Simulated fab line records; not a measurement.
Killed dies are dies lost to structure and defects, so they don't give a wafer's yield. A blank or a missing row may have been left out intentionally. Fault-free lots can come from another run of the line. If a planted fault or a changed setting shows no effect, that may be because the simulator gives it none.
Matching of chambers    flow nand_harc    pecvd-03 running NHARC_A_M0_PRE_CLEAN_31: 3 sister chambers
The step time 12 s. 3 wafers are shown with their chamber, then 7 later ones without.

EACH WAFER AND ITS CHAMBER
wafer   chamber  heater_power_w (W)
L079.4  1        536
L086.1  2        749
L086.2  0        637

WAFERS WHOSE CHAMBER IS MISSING
wafer   heater_power_w (W)
L086.4  627
L091.1  599
L091.2  789
L091.3  744
L095.1  657
L095.2  779
L095.3  633

CHAMBER TAKEN BY EACH
wafer    from the rows above       in truth
L086.4   0                         0
L091.1   can't be placed: 0 or 1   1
L091.2   2                         2
L091.3   2                         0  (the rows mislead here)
L095.1   0                         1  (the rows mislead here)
L095.2   2                         2
L095.3   0                         0
Correctly placed: 4 of 7. These rows do not allow placing 1 (true chamber among the candidates in 1). Number placed wrongly: 2.
How it was worked out, from the rows above alone: a wafer's distance from a chamber is the root of the sum, over the readings, of the square of ((its reading less the chamber's mean) divided by the reading's scatter). The wafer belongs to the nearest chamber; if the next one is less than 2 further off, it can't be placed. For every chamber, the mean is computed from those of its wafers that are shown. The scatter (one wafer shown for each chamber): square how far every hidden wafer sits from the nearest shown wafer, average those squares and take the square root.
